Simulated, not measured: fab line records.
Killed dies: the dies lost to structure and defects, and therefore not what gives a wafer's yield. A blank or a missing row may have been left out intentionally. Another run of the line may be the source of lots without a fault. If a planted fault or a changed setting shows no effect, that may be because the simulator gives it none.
fab line records	flow n5-finfet
record: lots: 10	wafers: 29	last-day: 19
route steps=1938 shown BEOL_M12@1637 BEOL_M13@1662 PASSIVATION@1936
lots that met no fault: taken from a fault-free run of the same line
start-h: hours from the record's opening day to when the first of the lot's shown wafers began	wait-h: time in hours since the lot's previous step	" identical to the entry in the row above	L1.1+2: a single row standing in for several wafers	- no value, or no start was given	* or withheld: withheld	< > ~ a bound
route shown NAME@n: NAME is a module with steps in the file, n the number in the route of the first one	usual: mean/standard deviation of fault-free wafers	same: alike in all rows	chamber/n: place in a boat	sites: each site's reading	_std_site: how widely they spread, as a standard deviation	_edge_site: the outer-site mean with the inner-site mean subtracted	radius-mm: for every site, how far away it sits from the centre of the wafer	mask NAME#n: copy n	behind: the most recent tool/chamber to have shaped the wafer	hold: reason for holding the lot/hours on hold/outcome of the hold	device: which transistor (n, p or np) failed to switch	end of line: the route-end tests of the same wafers	for a step that has no rows: nothing shown but its recipe	killed: the dies lost at the first sort to structure and to defects; this is not the yield of the wafer	map: shows each die of a wafer: x if killed, . if not, _ if none is there
set.NAME: the setting as run; set.NAME@STEP: as run at that earlier step	model.NAME: the simulator's own value behind a step, which no gauge read
the route's steps for a sample of lots (tables are steps, rows are wafers)
services: from which hour (start-h, from the record's first day; less than 0 if before it) a tool's chamber was out of use, for how many hours, and why
== steps ==
step: N5_BEOL_M12_ETCH_68
recipe: chemistry: N2/H2	target: SOC	mask-material: SiARC	source-w: 3000	bias-w: 350	temp-c: 40	time-s: 285	ion-energy-ev: 200	pressure-mtorr: 30	n2-flow-sccm: 200	h2-flow-sccm: 200
usual: drypump-motor-current-A: 5.5/0.6	oes-product-au: 0.81/0.067	rf-vpp-V: 524.3/2.6	showerhead-plenum-p-Torr: 2.56/0.086	throttle-valve-pct: 17.77/0.28
lot.wafer	tool	chamber	start-h	wait-h	drypump-motor-current-A	oes-product-au	rf-hours-counter-h	rf-vpp-V	showerhead-plenum-p-Torr	throttle-valve-pct
L299.3	rie-diel-03	1	269.87	0.1	4.7	0.81	89	522.0	2.47	18.12
L299.4	"	0	"	"	5.7	0.89	36	529.0	2.70	17.71
L299.6	"	2	"	"	5.1	0.81	-	522.6	2.48	18.01
L300.4	rie-diel-03	2	275.86	0.1	5.1	0.81	93	520.9	2.48	17.99
L300.5	"	2	"	"	5.1	0.81	-	522.1	2.48	17.99
L300.6	"	3	"	"	5.1	0.83	-	522.8	2.46	17.51
L301.1	rie-diel-05	2	276.14	0.1	6.6	0.81	88	525.2	2.57	17.61
L301.3	"	0	"	"	5.1	0.82	77	525.6	2.59	17.71
L305.1	rie-diel-03	1	308.77	0.1	4.7	0.80	104	522.1	2.46	18.13
L305.3	"	0	"	"	5.7	0.86	50	528.1	2.70	17.74
L305.4	"	3	"	"	5.1	0.81	75	521.9	2.46	17.52
L307.1	rie-diel-04	1	315.34	0.1	6.3	0.85	59	524.6	2.59	17.40
L307.3	"	0	"	"	6.2	0.69	235	521.7	2.50	18.18
L307.4	"	2	"	"	4.9	0.90	32	529.4	2.68	17.38
L312.1	rie-diel-04	1	349.53	0.1	6.3	0.83	70	523.8	2.58	17.40
L312.3	"	2	"	"	4.9	0.88	43	528.5	2.68	17.39
L312.6	"	1	"	"	6.3	0.83	-	525.4	2.58	17.41
L313.1	rie-diel-03	3	373.46	0.1	5.1	0.80	91	521.3	2.45	17.56
L313.2	"	0	"	"	5.7	0.83	73	527.8	2.69	17.78
L313.4	"	2	"	"	5.1	0.77	128	521.2	2.47	18.06
L315.2	rie-diel-03	0	377.29	0.1	5.7	0.84	74	527.1	2.69	17.80
L315.3	"	3	"	"	5.1	0.80	92	521.5	2.45	17.56
L315.5	"	0	"	"	5.7	0.83	-	527.9	2.69	17.78
L317.2	rie-diel-04	2	397.00	0.1	4.9	0.86	61	529.2	2.67	17.44
L317.5	"	1	"	"	6.3	0.82	-	525.2	2.58	17.45
L317.6	"	0	"	"	6.2	0.96	-	522.1	2.49	17.74
L319.1	rie-diel-03	0	414.37	0.1	5.7	0.82	88	529.0	2.68	17.81
L319.2	"	3	"	"	5.1	0.80	105	520.9	2.44	17.59
L319.6	"	1	"	"	4.7	0.76	-	520.4	2.44	18.23
step: N5_BEOL_M12_CMP_49
recipe: stop-on: SiOC	t-overpolish-s: 20.6	down-force-psi: 1	platen-rpm: 50	clearing-platen-down-force-psi: 1.5	clearing-platen-rpm: 50	post-cmp-clean: cu-alkaline	target-thk-nm: 320	clearing-platen-pad-velocity-m-s: 0.99484	pad-velocity-m-s: 0.99484
usual: barrier-field-endpoint-s: 30.7/0.73	motor-current-A: 6.1/0.5	overpolish-run-s: 20.599/0.009	slurry-filter-dp-kPa: 13.50/0.14
lot.wafer	tool	chamber	start-h	wait-h	barrier-field-endpoint-s	motor-current-A	overpolish-run-s	slurry-filter-dp-kPa
L299.3	cmp-02	2	273.10	0.2	29.1	6.4	20.606	13.45
L299.4	"	1	"	"	30.7	5.6	20.596	13.71
L299.6	"	2	"	"	29.8	7.0	20.598	13.49
L300.4	cmp-01	3	280.11	0.2	29.1	6.8	20.593	13.45
L300.5	"	0	"	"	29.9	5.8	20.598	13.43
L300.6	"	1	"	"	30.2	5.5	20.606	13.60
L301.1	cmp-02	1	280.16	0.3	30.8	5.7	20.599	13.76
L301.3	"	0	"	"	30.5	6.5	20.605	13.51
L305.4	cmp-02	3	312.59	0.1	30.8	5.6	20.591	13.51
L305.3	"	0	"	"	30.5	6.7	20.609	13.36
L305.1	"	2	"	"	30.3	6.9	20.603	13.59
L307.4	cmp-04	1	320.15	0.1	31.0	5.8	20.602	13.54
L307.1	"	3	"	"	30.2	5.2	20.604	13.49
L307.3	"	0	"	"	30.3	6.0	20.594	13.50
L312.3	cmp-02	2	352.04	0.2	31.6	6.5	20.589	13.51
L312.1	"	0	"	"	31.6	6.3	20.608	13.70
L312.6	"	2	"	"	31.6	6.8	20.601	13.64
L313.4	cmp-02	2	378.54	0.1	30.7	6.9	20.590	13.22
L313.2	"	0	"	"	30.4	6.3	20.590	13.52
L313.1	"	1	"	"	31.3	5.4	20.589	13.36
L315.2	cmp-02	1	381.90	0.2	31.7	5.6	20.607	13.38
L315.3	"	3	"	"	30.6	5.6	20.604	13.52
L315.5	"	0	"	"	31.2	6.6	20.593	13.22
L317.2	cmp-01	0	399.71	0.2	29.5	5.9	20.597	13.47
L317.5	"	0	"	"	30.1	5.6	20.599	13.52
L317.6	"	1	"	"	30.1	5.8	20.607	13.29
L319.2	cmp-02	1	416.26	0.3	31.3	5.6	20.588	13.46
L319.1	"	2	"	"	31.0	6.8	20.599	13.36
L319.6	"	2	"	"	31.7	6.7	20.591	13.66
step: N5_BEOL_M13_COAT_04
recipe: spin-rpm: 1625	resist-thk-nm: 400
usual: spin-speed-rpm: 1625.3/1
lot.wafer	tool	chamber	start-h	wait-h	spin-speed-rpm
L299.3	litho-track-02	0	273.77	-	1627.0
L299.4	"	0	"	"	1625.2
L299.6	"	0	"	"	1625.2
L300.4	litho-track-02	0	280.67	-	1626.4
L300.5	"	0	"	"	1625.4
L300.6	"	0	"	"	1623.5
L301.1	litho-track-05	0	280.83	-	1623.9
L301.3	"	0	"	"	1624.2
L305.1	litho-track-02	0	313.26	-	1362.8
L305.3	"	0	"	"	1363.0
L305.4	"	0	"	"	1364.8
L307.1	litho-track-02	0	320.82	-	1363.1
L307.3	"	0	"	"	1363.8
L307.4	"	0	"	"	1362.6
L312.1	litho-track-01	0	352.71	-	1627.7
L312.3	"	0	"	"	1623.8
L312.6	"	0	"	"	1625.1
L313.1	litho-track-05	0	379.22	-	1625.4
L313.2	"	0	"	"	1623.4
L313.4	"	0	"	"	1625.7
L315.2	litho-track-02	0	382.53	-	1625.8
L315.3	"	0	"	"	1625.2
L315.5	"	0	"	"	1625.5
L317.2	litho-track-01	0	400.47	-	1625.6
L317.5	"	0	"	"	1627.1
L317.6	"	0	"	"	1625.3
L319.1	litho-track-05	0	416.93	-	1626.1
L319.2	"	0	"	"	1625.6
L319.6	"	0	"	"	1624.6
step: N5_BEOL_M13_DESCUM_15
recipe: chemistry: O2	time-s: 7.9	source-power-w: 50	bias-power-w: 20	pressure-mtorr: 20	rf-frequency-hz: 2.712e+07	temp-c: 40	o2-flow-sccm: 225
usual: drypump-motor-current-A: 6.0/0.44	oes-product-au: 0.81/0.1	rf-vpp-V: 242.8/1.6	showerhead-plenum-p-Torr: 2.07/0.096	throttle-valve-pct: 20.47/0.27
lot.wafer	tool	chamber	start-h	wait-h	drypump-motor-current-A	oes-product-au	rf-hours-counter-h	rf-vpp-V	showerhead-plenum-p-Torr	throttle-valve-pct
L299.3	rie-diel-02	1	274.25	0.0	5.6	0.73	183	244.6	2.18	20.52
L299.4	"	0	"	"	6.8	0.90	33	245.1	2.24	20.13
L299.6	"	0	"	"	6.7	0.89	-	244.6	2.24	20.14
L300.4	rie-diel-01	0	281.43	0.3	5.9	0.72	-	241.1	2.06	20.86
L300.5	"	1	"	"	5.5	0.68	-	241.5	2.06	21.01
L300.6	"	2	"	"	5.4	0.75	-	243.4	2.12	20.56
L301.1	rie-diel-02	1	281.43	0.3	5.5	0.73	184	246.5	2.18	20.54
L301.3	"	2	"	"	6.7	0.75	148	241.3	1.94	20.56
L305.1	rie-diel-01	2	313.61	0.0	5.4	0.73	146	242.9	2.12	20.57
L305.3	"	0	"	"	5.9	0.71	239	243.6	2.06	20.88
L305.4	"	0	"	"	5.9	0.71	-	244.0	2.06	20.89
L307.1	rie-diel-01	3	321.30	0.0	6.3	0.99	10	243.3	2.06	20.07
L307.3	"	0	"	"	5.9	0.71	242	242.2	2.06	20.89
L307.4	"	3	"	"	6.3	0.98	-	243.0	2.06	20.07
L312.1	rie-diel-01	3	353.19	0.0	6.3	0.96	19	243.7	2.05	20.09
L312.3	"	2	"	"	5.4	0.73	158	242.3	2.11	20.59
L312.6	"	2	"	"	5.4	0.73	-	244.5	2.11	20.58
L313.1	rie-diel-01	1	379.57	0.0	5.5	0.93	15	242.2	2.05	20.63
L313.2	"	0	"	"	5.9	0.94	4	242.0	2.05	20.41
L313.4	"	3	"	"	6.3	0.93	29	242.0	2.05	20.12
L315.2	rie-diel-06	3	382.89	0.0	6.7	0.94	28	244.9	2.22	20.31
L315.3	"	2	"	"	5.6	0.68	227	243.2	2.15	20.62
L315.5	"	2	"	"	5.6	0.68	-	243.4	2.15	20.62
L317.2	rie-diel-01	3	400.95	0.0	6.3	0.93	34	243.8	2.05	20.11
L317.5	"	1	"	"	5.5	0.93	-	243.2	2.05	20.64
L317.6	"	0	"	"	5.9	0.93	-	242.4	2.05	20.42
L319.1	rie-diel-01	3	417.29	0.0	6.3	0.91	41	242.2	2.05	20.12
L319.2	"	2	"	"	5.4	0.72	180	242.7	2.10	20.62
L319.6	"	1	"	"	5.5	0.91	-	243.2	2.05	20.67
step: N5_BEOL_M13_STRIP_63
recipe: chemistry: N2/H2	power-w: 1000	temp-c: 250	h2-frac: 0.65	overash-fraction: 0.3	pressure-mtorr: 1000	n2-flow-sccm: 1750	h2-flow-sccm: 3250
usual: drypump-motor-current-A: 6.0/0.41	heater-power-w: 324/38	oes-product-au: 0.675/0.0053	strip-time-to-endpoint-s: 28.1/1
lot.wafer	tool	chamber	start-h	wait-h	drypump-motor-current-A	heater-power-w	oes-product-au	rf-hours-counter-h	strip-time-to-endpoint-s
L299.3	plasma-asher-01	1	274.59	-	5.6	376	0.684	-	28.6
L299.4	"	0	"	"	6.6	300	0.668	-	26.9
L299.6	"	1	"	"	5.6	376	0.675	-	27.0
L301.1	plasma-asher-02	0	281.75	-	6.1	298	0.670	113	30.1
L301.3	"	1	"	"	5.6	319	0.684	-	30.3
L300.4	plasma-asher-01	0	281.75	-	6.6	283	0.667	-	26.5
L300.5	"	0	"	"	6.6	291	0.675	-	28.0
L300.6	"	1	"	"	5.6	387	0.679	-	27.7
L305.1	plasma-asher-01	0	313.94	-	6.6	284	0.685	95	38.6
L305.3	"	1	"	"	5.6	370	0.688	-	39.6
L305.4	"	0	"	"	6.6	292	0.682	-	38.6
L307.1	plasma-asher-01	1	321.62	-	5.6	373	0.687	97	38.9
L307.3	"	0	"	"	6.6	294	0.692	-	40.5
L307.4	"	1	"	"	5.6	380	0.689	-	38.1
L312.1	plasma-asher-01	0	353.51	-	6.6	289	0.668	103	27.1
L312.3	"	1	"	"	5.6	375	0.680	-	28.1
L312.6	"	1	"	"	5.6	386	0.668	-	27.4
L313.1	plasma-asher-02	1	379.89	-	5.6	321	0.672	132	26.9
L313.2	"	0	"	"	6.0	285	0.676	132	28.9
L313.4	"	0	"	"	6.0	291	0.667	-	26.6
L315.2	plasma-asher-02	1	383.21	-	5.5	320	0.678	133	28.3
L315.3	"	1	"	"	5.5	318	0.678	-	29.2
L315.5	"	0	"	"	6.0	299	0.674	-	28.0
L317.2	plasma-asher-01	0	401.27	-	6.6	299	0.685	112	29.2
L317.5	"	1	"	"	5.6	383	0.666	-	27.6
L317.6	"	0	"	"	6.6	289	0.673	-	28.6
L319.1	plasma-asher-01	1	417.62	-	5.6	388	0.677	115	28.6
L319.2	"	0	"	"	6.6	293	0.666	115	27.7
L319.6	"	0	"	"	6.6	282	0.670	-	26.0
step: N5_PASSIVATION_PROBE_49
usual: defect-limited-yield: 91.3/1.3	killed_at_M0_to_M3: 34/9.1	killed_at_M4_up: 14/5.6	killed-at-contacts: 13/5.9	killed-at-front-end: 39/11	killed-at-other: 3.6/3	killed-dies: 102/16	killed-on-rim: 13/4	killed-open: 68/12	killed-short: 33/7.3	sort_bin_5_function: 5.2/0.89	sort_bin_6_memory: 3.2/0.68	sort_bin_8_speed: 0.00/0.027	sort-n-pass: 1078/16
same: gross-dies: 1180	killed-at-back-side: 0	sort_bin_4_leakage[%]: 0
lot.wafer	tool	chamber	start-h	wait-h	defect-limited-yield[%]	killed_at_M0_to_M3	killed_at_M4_up	killed-at-contacts	killed-at-front-end	killed-at-other	killed-dies	killed-on-rim	killed-open	killed-short	sort_bin_5_function[%]	sort_bin_6_memory[%]	sort_bin_8_speed[%]	sort-n-pass
L299.3	prober-02	-	313.52	0.1	91.9	28	8	5	47	8	96	17	60	34	4.7	3.4	0	1084
L299.4	prober-02	-	313.57	0.2	90.3	37	11	8	52	6	114	11	71	42	6.4	2.9	0	1066
L299.6	prober-02	-	313.67	0.3	89.9	40	16	13	48	2	119	22	85	33	5.3	4.5	0	1061
L300.4	prober-01	-	317.69	0.2	89.7	29	19	24	49	0	121	16	79	42	5.7	4.3	0	1059
L300.5	prober-01	-	317.74	0.2	92.3	24	19	8	37	3	91	9	62	29	4.9	2.5	0	1089
L300.6	prober-01	-	317.79	0.3	92.0	29	7	18	40	0	94	15	67	27	4.4	2.9	0	1086
L301.1	prober-02	-	319.29	0.0	90.3	44	18	6	46	1	115	14	68	45	6.1	2.8	0	1065
L301.3	prober-02	-	319.39	0.1	91.5	25	7	1	60	7	100	16	61	38	4.8	3.2	0	1080
L305.1	prober-01	-	347.27	0.0	89.6	43	13	5	54	8	123	14	87	36	7.2	3.1	0	1057
L305.3	prober-01	-	347.37	0.1	90.0	58	13	10	30	7	118	19	79	39	5.8	4.1	0	1062
L305.4	prober-01	-	347.42	0.2	91.8	46	13	9	26	3	97	16	60	37	4.3	3.8	0	1083
L307.1	prober-02	-	357.19	0.0	91.2	37	9	17	37	4	104	10	76	24	6.3	2.1	0.17	1076
L307.3	prober-02	-	357.29	0.1	92.0	30	17	12	34	1	94	14	68	21	5.2	2.2	0	1086
L307.4	prober-02	-	357.34	0.2	91.9	27	15	5	45	3	95	12	65	29	4.7	3.3	0	1085
L312.1	prober-02	-	385.13	0.0	92.4	24	6	13	47	0	90	10	66	21	5.1	2.5	0	1090
L312.3	prober-02	-	385.23	0.1	92.2	24	6	22	34	6	92	10	61	30	4.0	3.6	0	1088
L312.6	prober-02	-	385.38	0.3	90.5	36	9	9	56	2	112	21	77	34	6.0	3.3	0	1068
L313.1	prober-02	-	416.10	0.0	92.9	24	16	12	29	3	84	11	49	35	4.6	2.1	0	1096
L313.2	prober-02	-	416.15	0.1	91.4	23	17	7	54	0	101	19	66	30	4.7	3.2	0	1079
L313.4	prober-02	-	416.25	0.2	91.4	46	7	9	39	0	101	7	64	36	5.7	2.7	0	1079
L315.2	prober-02	-	417.43	0.1	90.8	38	25	14	31	1	109	21	75	32	6.8	2.2	0	1071
L315.3	prober-02	-	417.48	0.1	92.2	31	8	10	41	2	92	11	54	38	4.9	2.6	0	1088
L315.5	prober-02	-	417.58	0.2	92.4	39	15	6	29	1	90	10	47	41	4.3	3.0	0	1090
L317.2	prober-02	-	439.32	0.1	91.6	49	7	13	27	3	99	11	73	24	4.4	3.8	0	1081
L317.5	prober-02	-	439.47	0.2	92.4	23	11	15	38	3	90	18	68	21	4.9	2.5	0	1090
L317.6	prober-02	-	439.52	0.3	92.2	27	7	28	23	7	92	11	59	33	4.5	3.0	0	1088
L319.1	prober-01	-	450.94	0.0	90.5	29	16	12	45	10	112	13	66	45	5.7	3.6	0	1068
L319.2	prober-01	-	450.99	0.1	90.8	30	18	13	45	2	108	19	66	37	5.5	3.2	0	1072
L319.6	prober-01	-	451.19	0.3	90.7	41	11	11	40	7	110	15	80	29	5.1	3.8	0	1070
killed by level:class
L299.3 STI_FIN_REVEAL:geometric-particle:open=15 GATE_CUT:geometric-particle:short=8 STI_FIN_REVEAL:geometric-particle:short=7 BEOL_M0_SAQP:geometric-particle:open=5 BEOL_M1:geometric-particle:open=5 BEOL_M3:geometric-particle:open=5 DUMMY_GATE:geometric-particle:open=4 BEOL_M2:geometric-particle:open=4
L299.4 FIN_SAQP:geometric-particle:short=12 STI_FIN_REVEAL:geometric-particle:open=12 BEOL_M1:geometric-particle:open=8 BEOL_M2:geometric-particle:open=8 FIN_SAQP:geometric-particle:open=7 MOL_CONTACT_COAG:geometric-particle:open=7 BEOL_M3:geometric-particle:open=6 BEOL_M0_SAQP:geometric-particle:short=5
L299.6 BEOL_M2:geometric-particle:open=11 BEOL_M4:geometric-particle:open=11 STI_FIN_REVEAL:geometric-particle:open=10 GATE_CUT:geometric-particle:short=10 MOL_CONTACT_COAG:geometric-particle:open=10 GATE_CUT:geometric-particle:open=9 BEOL_M3:geometric-particle:open=7 BEOL_M0_SAQP:geometric-particle:open=6
L300.4 MOL_CONTACT_COAG:geometric-particle:open=18 FIN_SAQP:geometric-particle:short=12 BEOL_M4:geometric-particle:open=10 BEOL_M0_SAQP:geometric-particle:short=10 FIN_SAQP:geometric-particle:open=9 STI_FIN_REVEAL:geometric-particle:open=8 MOL_CONTACT_COAG:geometric-particle:short=6 DUMMY_GATE:geometric-particle:open=6
L300.5 BEOL_M4:geometric-particle:open=13 BEOL_M1:geometric-particle:open=12 FIN_SAQP:geometric-particle:short=6 GATE_CUT:geometric-particle:open=6 MOL_CONTACT_COAG:geometric-particle:open=6 STI_FIN_REVEAL:geometric-particle:open=5 DUMMY_GATE:geometric-particle:open=5 GATE_CUT:geometric-particle:short=4
L300.6 FIN_SAQP:geometric-particle:open=17 MOL_CONTACT_COAG:geometric-particle:open=13 BEOL_M0_SAQP:geometric-particle:open=9 BEOL_M0_SAQP:geometric-particle:short=7 BEOL_M1:geometric-particle:open=6 FIN_SAQP:geometric-particle:short=5 DUMMY_GATE:geometric-particle:open=5 MOL_CONTACT_COAG:geometric-particle:short=5
L301.1 FIN_SAQP:geometric-particle:short=14 BEOL_M0_SAQP:geometric-particle:short=14 BEOL_M0_SAQP:geometric-particle:open=13 FIN_SAQP:geometric-particle:open=8 BEOL_M4:geometric-particle:open=8 BEOL_M1:geometric-particle:open=6 STI_FIN_REVEAL:geometric-particle:open=5 GATE_CUT:geometric-particle:open=5
L301.3 STI_FIN_REVEAL:geometric-particle:open=14 FIN_SAQP:geometric-particle:short=13 BEOL_M1:geometric-particle:open=7 ILD0:geometric-particle:short=6 FIN_SAQP:geometric-particle:open=4 STI_FIN_REVEAL:geometric-particle:short=4 GATE_CUT:geometric-particle:short=4 BEOL_M0_SAQP:geometric-particle:short=4
L305.1 FIN_SAQP:geometric-particle:open=15 FIN_SAQP:geometric-particle:short=15 BEOL_M2:geometric-particle:open=13 BEOL_M3:geometric-particle:open=9 DUMMY_GATE:geometric-particle:open=7 BEOL_M0_SAQP:geometric-particle:open=7 BEOL_M4:geometric-particle:open=6 MOL_CONTACT_COAG:geometric-particle:open=5
L305.3 BEOL_M0_SAQP:geometric-particle:short=14 BEOL_M1:geometric-particle:open=13 BEOL_M0_SAQP:geometric-particle:open=10 MOL_CONTACT_COAG:geometric-particle:open=8 STI_FIN_REVEAL:geometric-particle:open=7 BEOL_M3:geometric-particle:open=7 BEOL_M4:geometric-particle:open=5 BEOL_M2:geometric-particle:open=5
L305.4 FIN_SAQP:geometric-particle:open=8 BEOL_M1:geometric-particle:open=8 BEOL_M0_SAQP:geometric-particle:open=8 BEOL_M0_SAQP:geometric-particle:short=8 BEOL_M2:geometric-particle:open=7 MOL_CONTACT_COAG:geometric-particle:open=6 BEOL_M0:geometric-particle:short=5 BEOL_M1:geometric-particle:short=4
L307.1 MOL_CONTACT_COAG:geometric-particle:open=14 BEOL_M2:geometric-particle:open=9 FIN_SAQP:geometric-particle:open=7 FIN_SAQP:geometric-particle:short=6 STI_FIN_REVEAL:geometric-particle:open=6 BEOL_M3:geometric-particle:open=6 BEOL_M0_SAQP:geometric-particle:open=6 BEOL_M4:geometric-particle:open=6
L307.3 BEOL_M2:geometric-particle:open=14 BEOL_M4:geometric-particle:open=11 MOL_CONTACT_COAG:geometric-particle:open=11 BEOL_M3:geometric-particle:open=8 STARTING-WAFER:geometric-particle:open=6 FIN_SAQP:geometric-particle:open=5 BEOL_M3:geometric-particle:short=4 HKMG_FIN:area-etch=4
L307.4 FIN_SAQP:geometric-particle:open=12 BEOL_M4:geometric-particle:open=8 BEOL_M2:geometric-particle:open=8 FIN_SAQP:geometric-particle:short=6 GATE_CUT:geometric-particle:short=6 MOL_CONTACT_COAG:geometric-particle:open=5 BEOL_M8:geometric-particle:open=5 STARTING-WAFER:geometric-particle:open=5
L312.1 STI_FIN_REVEAL:geometric-particle:open=13 FIN_SAQP:geometric-particle:open=10 MOL_CONTACT_COAG:geometric-particle:open=7 BEOL_M3:geometric-particle:open=7 MOL_CONTACT_COAG:geometric-particle:short=6 BEOL_M2:geometric-particle:open=6 STARTING-WAFER:geometric-particle:open=6 BEOL_M1:geometric-particle:open=5
L312.3 MOL_CONTACT_COAG:geometric-particle:open=20 STI_FIN_REVEAL:geometric-particle:open=9 GATE_CUT:geometric-particle:short=6 BEOL_M0_SAQP:geometric-particle:open=5 STI_FIN_REVEAL:geometric-particle:short=4 GATE_CUT:geometric-particle:open=4 BEOL_M2:geometric-particle:open=4 BEOL_M0_SAQP:geometric-particle:short=4
L312.6 STI_FIN_REVEAL:geometric-particle:open=16 FIN_SAQP:geometric-particle:open=14 BEOL_M0_SAQP:geometric-particle:short=10 FIN_SAQP:geometric-particle:short=8 BEOL_M0_SAQP:geometric-particle:open=8 MOL_CONTACT_COAG:geometric-particle:open=7 BEOL_M1:geometric-particle:open=6 GATE_CUT:geometric-particle:short=5
L313.1 BEOL_M3:geometric-particle:open=11 MOL_CONTACT_COAG:geometric-particle:open=9 BEOL_M4:geometric-particle:open=8 FIN_SAQP:geometric-particle:short=6 BEOL_M0_SAQP:geometric-particle:short=5 STI_FIN_REVEAL:geometric-particle:open=4 BEOL_M4:geometric-particle:short=4 STI_FIN_REVEAL:geometric-particle:short=3
L313.2 STI_FIN_REVEAL:geometric-particle:open=22 FIN_SAQP:geometric-particle:open=8 BEOL_M0_SAQP:geometric-particle:short=8 MOL_CONTACT_COAG:geometric-particle:open=7 STI_FIN_REVEAL:geometric-particle:short=6 BEOL_M8:geometric-particle:open=5 BEOL_M3:geometric-particle:open=5 HKMG_FIN:area-etch=5
L313.4 BEOL_M0_SAQP:geometric-particle:short=15 BEOL_M0_SAQP:geometric-particle:open=12 FIN_SAQP:geometric-particle:open=11 DUMMY_GATE:geometric-particle:open=8 MOL_CONTACT_COAG:geometric-particle:open=7 BEOL_M3:geometric-particle:open=6 FIN_SAQP:geometric-particle:short=5 BEOL_M1:geometric-particle:short=4
L315.2 MOL_CONTACT_COAG:geometric-particle:open=10 BEOL_M2:geometric-particle:open=10 BEOL_M0_SAQP:geometric-particle:open=9 FIN_SAQP:geometric-particle:open=7 BEOL_M0_SAQP:geometric-particle:short=6 BEOL_M3:geometric-particle:open=6 DUMMY_GATE:geometric-particle:open=5 GATE_CUT:geometric-particle:short=5
L315.3 FIN_SAQP:geometric-particle:short=9 FIN_SAQP:geometric-particle:open=9 MOL_CONTACT_COAG:geometric-particle:open=9 BEOL_M0_SAQP:geometric-particle:short=7 BEOL_M0_SAQP:geometric-particle:open=7 DUMMY_GATE:geometric-particle:open=5 BEOL_M2:geometric-particle:open=5 BEOL_M3:geometric-particle:open=5
L315.5 BEOL_M0_SAQP:geometric-particle:short=11 BEOL_M0_SAQP:geometric-particle:open=8 GATE_CUT:geometric-particle:short=7 BEOL_M1:geometric-particle:short=7 BEOL_M3:geometric-particle:open=7 FIN_SAQP:geometric-particle:short=5 MOL_CONTACT_COAG:geometric-particle:open=5 BEOL_M2:geometric-particle:open=5
L317.2 BEOL_M2:geometric-particle:open=18 BEOL_M3:geometric-particle:open=13 MOL_CONTACT_COAG:geometric-particle:open=12 STI_FIN_REVEAL:geometric-particle:open=8 FIN_SAQP:geometric-particle:short=7 BEOL_M0_SAQP:geometric-particle:open=6 BEOL_M1:geometric-particle:open=4 BEOL_M3:geometric-particle:short=4
L317.5 MOL_CONTACT_COAG:geometric-particle:open=13 FIN_SAQP:geometric-particle:open=10 STI_FIN_REVEAL:geometric-particle:open=7 BEOL_M4:geometric-particle:open=6 BEOL_M1:geometric-particle:open=6 FIN_SAQP:geometric-particle:short=5 ILD0:geometric-particle:open=4 BEOL_M0_SAQP:geometric-particle:open=4
L317.6 MOL_CONTACT_COAG:geometric-particle:open=24 BEOL_M3:geometric-particle:open=8 BEOL_M0_SAQP:geometric-particle:short=5 FIN_SAQP:geometric-particle:open=4 ILD0:geometric-particle:open=4 MOL_CONTACT_COAG:geometric-particle:short=4 BEOL_M1:geometric-particle:open=4 STARTING-WAFER:geometric-particle:short=4
L319.1 GATE_CUT:geometric-particle:short=9 MOL_CONTACT_COAG:geometric-particle:open=9 STI_FIN_REVEAL:geometric-particle:open=8 FIN_SAQP:geometric-particle:short=7 BEOL_M3:geometric-particle:open=7 BEOL_M0_SAQP:geometric-particle:short=7 BEOL_M4:geometric-particle:open=7 DUMMY_GATE:geometric-particle:open=5
L319.2 BEOL_M4:geometric-particle:open=10 STI_FIN_REVEAL:geometric-particle:open=9 BEOL_M0_SAQP:geometric-particle:short=9 FIN_SAQP:geometric-particle:open=7 GATE_CUT:geometric-particle:short=7 MOL_CONTACT_COAG:geometric-particle:open=7 GATE_CUT:geometric-particle:open=6 MOL_CONTACT_COAG:geometric-particle:short=6
L319.6 BEOL_M0_SAQP:geometric-particle:open=11 MOL_CONTACT_COAG:geometric-particle:open=10 BEOL_M3:geometric-particle:open=10 FIN_SAQP:geometric-particle:open=8 STI_FIN_REVEAL:geometric-particle:open=8 GATE_CUT:geometric-particle:short=8 BEOL_M2:geometric-particle:open=5 GATE_CUT:geometric-particle:open=4
== services ==
tool	chamber	start-h	hours	kind
cmp-04	-	246.72	2.4	repair
cmp-02	-	257.23	1.9	repair
rie-diel-04	0	267.86	1.3	repair
rie-diel-01	3	276.59	-	clean
rie-diel-01	3	276.59	-	consumable-replace:focus-ring
rie-diel-01	3	276.59	16.8	scheduled-down
plasma-asher-02	-	288.25	9.8	repair
cmp-01	-	290.19	6.8	pm
plasma-asher-01	-	306.87	4.2	repair
rie-diel-03	-	317.11	0.4	repair
cmp-02	-	325.38	4.0	pm
cmp-01	-	325.73	2.3	repair
cmp-04	-	327.59	0.5	repair
rie-diel-01	1	329.54	2.5	repair
cmp-04	-	331.92	0.5	repair
rie-diel-03	-	340.17	4.3	pm
rie-diel-01	-	345.20	2.8	pm
cmp-01	-	345.33	1.5	repair
cmp-01	-	348.51	0.6	repair
cmp-04	-	351.33	1.1	repair
cmp-04	-	371.55	56.6	repair
rie-diel-04	-	386.34	1.0	repair
cmp-02	-	404.00	1.1	repair
rie-diel-01	0	408.56	21.0	repair
== key ==
first-sign: step: N5_BEOL_M13_COAT_04	reading: spin-speed-rpm	direction: down	sigmas: 99+	usual: *	struck: *
effect: step: N5_BEOL_M13_STRIP_63	reading: strip-time-to-endpoint-s	direction: up	sigmas: 11	usual: *	struck: *
met-at N5_BEOL_M13_COAT_04
struck-lots L305,L307
not-acting-at N5_BEOL_M12_ETCH_68,N5_BEOL_M12_CMP_49,N5_BEOL_M13_DESCUM_15
onset-between 280.67 313.26
fault: kind: process-parameter-drift	tool: litho-track-02	chamber: -	onset-h: 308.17	steps: N5_BEOL_M13_COAT_04	channel: spin-rpm	offset: *	shape: step	end-h: 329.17	acts-in: *	stated: *
